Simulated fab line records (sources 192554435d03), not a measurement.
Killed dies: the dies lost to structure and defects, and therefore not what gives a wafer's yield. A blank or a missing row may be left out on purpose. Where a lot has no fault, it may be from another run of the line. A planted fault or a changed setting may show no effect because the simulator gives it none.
A lot that was struck, set against a sound lot ; flow n5 finfet ; 42 steps out of a route of 1938
Sound: the wafers L648.2, L648.4, L648.6. Struck: wafers L650.1, L650.2, L650.4. At the end, the cause is stated.
Order at every step that has rows: each side's tool, ch and its chambers, its first start. Under that, the readings that differ: sound wafers ; struck wafers ; difference of the means ; sigmas: that difference in standard deviations of wafers without a fault.
alike: readings with means less than 2 such deviations apart, plus words and numbers identical on both sides. not compared: withheld readings, readings lacking a value on some wafer, bounds such as >300 that could conceal the same value, and numbers that have no deviation in the record and whose values overlap.
The two part at a step that has a row with sigmas, a row that says differs or no value, or rows on one side only. Numbers that don't overlap but have no deviation are shown without sigmas and don't part them. A reading missing from all wafers of one side parts the sides only when that side holds two or more wafers.

first, 11 steps without rows for these wafers: N5_BEOL_M3_ALD_98 (deposits SiO2, target thk 2.5 nm, pulse time 1 s, co reactant pulse time 1 s); N5_BEOL_M3_ETCHBACK_99 (etches SiO2 in CHF3, target depth 5 nm, time 10.4 s); N5_BEOL_M3_ETCH_70 (etches SOC in N2/H2, target depth 80 nm, overetch 16 nm, time 120 s); N5_BEOL_M3_STRIP_71 (strips in N2/H2); N5_BEOL_M3_STRIP_78 (strips in N2/H2); N5_BEOL_M3_VIA_ETCH_34 (etches the open film in C4F6/O2, target depth 69.4 nm, time 65.9 s); N5_BEOL_M3_STRIP_83 (strips in C4F6/O2); N5_BEOL_M3_STRIP_36 (strips in N2/H2); N5_BEOL_M3_TRENCH_ETCH_37 (etches SiOC in C4F6/O2, target depth 55.555 nm, time 29.2 s); N5_BEOL_M3_ETCH_41 (etches SiCN in CH3F/O2, target depth 29.9 nm, time 52.5 s); N5_BEOL_M3_STRIP_97 (strips in N2/H2, time 10 s).
N5_BEOL_M3_HM_STRIP_39: strips TiN in peroxide tin strip, target depth 25 nm, time 158 s.
  sound on wet bench-01 ch 1,3,5, day 12 00:10; struck on wet bench-02 ch 1,3,7, day 12 03:54
  no value came back on the struck wafers for bath guard temp C (C), bath heat duty pct (%); on the sound wafers bath guard temp C (C) reads 50.5 50.1 50.3
reading;sound;struck;difference;sigmas
model.TiN_of_BEOL_M3_HM_DEP_02.thk nm (nm);0 0 0;18 17.8 17.4;+18;
then, 1 step without rows for these wafers: N5_BEOL_M3_SRD_40 (time 30 s).
N5_BEOL_M3_PRECLEAN_42: cleans in residue remover, time 60 s.
  sound on wet bench-01 ch 1,3,5, day 12 00:14; struck on wet bench-02 ch 1,3,7, day 12 03:58
reading;sound;struck;difference;sigmas
model.TiN_of_BEOL_M3_HM_DEP_02.thk nm (nm);0 0 0;7 6.8 6.4;+7;
then, 25 steps without rows for these wafers: N5_BEOL_M3_SRD_43 (time 30 s); N5_BEOL_M3_DEGAS_44 (time 60 s); N5_BEOL_M3_PRE_CLEAN_45 (time 30 s); N5_BEOL_M3_ALD_84 (deposits TaN, pulse time 2 s, purge time 3 s, co reactant purge time 2 s); N5_BEOL_M3_SURFACE_TREAT_85; N5_BEOL_M3_CVD_47 (deposits Co from CCTBA/H2, target thk 3 nm, time 223.8 s); N5_BEOL_M3_SPUTTER_48 (material Cu, target thk 4.5 nm, time 8.29 s); N5_BEOL_M3_ANNEAL_49 (time 240 s); N5_BEOL_M3_SPUTTER_79 (material Cu, target thk 4.5 nm, time 8.29 s); N5_BEOL_M3_ANNEAL_80 (time 240 s); N5_BEOL_M3_SPUTTER_81 (material Cu, target thk 4.5 nm, time 8.29 s); N5_BEOL_M3_ANNEAL_82 (time 240 s); N5_BEOL_M3_SPUTTER_86 (material Cu, target thk 4.5 nm, time 8.29 s); N5_BEOL_M3_ANNEAL_87 (time 240 s); N5_BEOL_M3_SPUTTER_88 (material Cu, target thk 4.5 nm, time 8.29 s); N5_BEOL_M3_ANNEAL_89 (time 240 s); N5_BEOL_M3_SPUTTER_90 (material Cu, target thk 4.5 nm, time 8.29 s); N5_BEOL_M3_ANNEAL_91 (time 240 s); N5_BEOL_M3_SPUTTER_92 (material Cu, target thk 4.5 nm, time 8.29 s); N5_BEOL_M3_ANNEAL_93 (time 240 s); N5_BEOL_M3_SPUTTER_94 (material Cu, target thk 4.5 nm, time 8.29 s); N5_BEOL_M3_ANNEAL_95 (time 240 s); N5_BEOL_M3_SPUTTER_96 (material Cu, target thk 4.5 nm, time 8.29 s); N5_BEOL_M3_ECD_50 (material Cu, target thk 300 nm); N5_BEOL_M3_ANNEAL_51 (time 90 s).
N5_BEOL_M3_CMP_52: polishes, stops on SiOC, t overpolish 6.8 s, target thk 40 nm.
  sound on cmp-04 ch 2,3, day 12 04:39; struck on cmp-02 ch 0,1,3, day 12 08:00
reading;sound;struck;difference;sigmas
barrier field endpoint s (s);23.8 24.6 24.3;32.3 32.9 32.6;+8.4;+15
  alike: motor current A
N5_BEOL_M4_RC_MEAS_101:
  sound on prober-02 ch 0, day 12 17:11; struck on prober-01 ch 0, day 12 20:59
  alike: DIBL_N, DIBL_P, IOFF_N, IOFF_P, ION_N, ION_P, SS_N, SS_P, VT_N, VT_P
-- here the record skips 5 days between the struck wafers' starts before and after, leaving off in module BEOL_M4 and picking up in module PASSIVATION (first step shown: number 1936 of the route) --
N5_PASSIVATION_PROBE_49:
  record: rows for the struck wafers here (prober-01, day 17 13:55), none for the sound ones

WHERE THEY PART
At N5_BEOL_M3_HM_STRIP_39 first; at N5_PASSIVATION_PROBE_49 last (within this record only).

WHY: what had been put in by the simulator
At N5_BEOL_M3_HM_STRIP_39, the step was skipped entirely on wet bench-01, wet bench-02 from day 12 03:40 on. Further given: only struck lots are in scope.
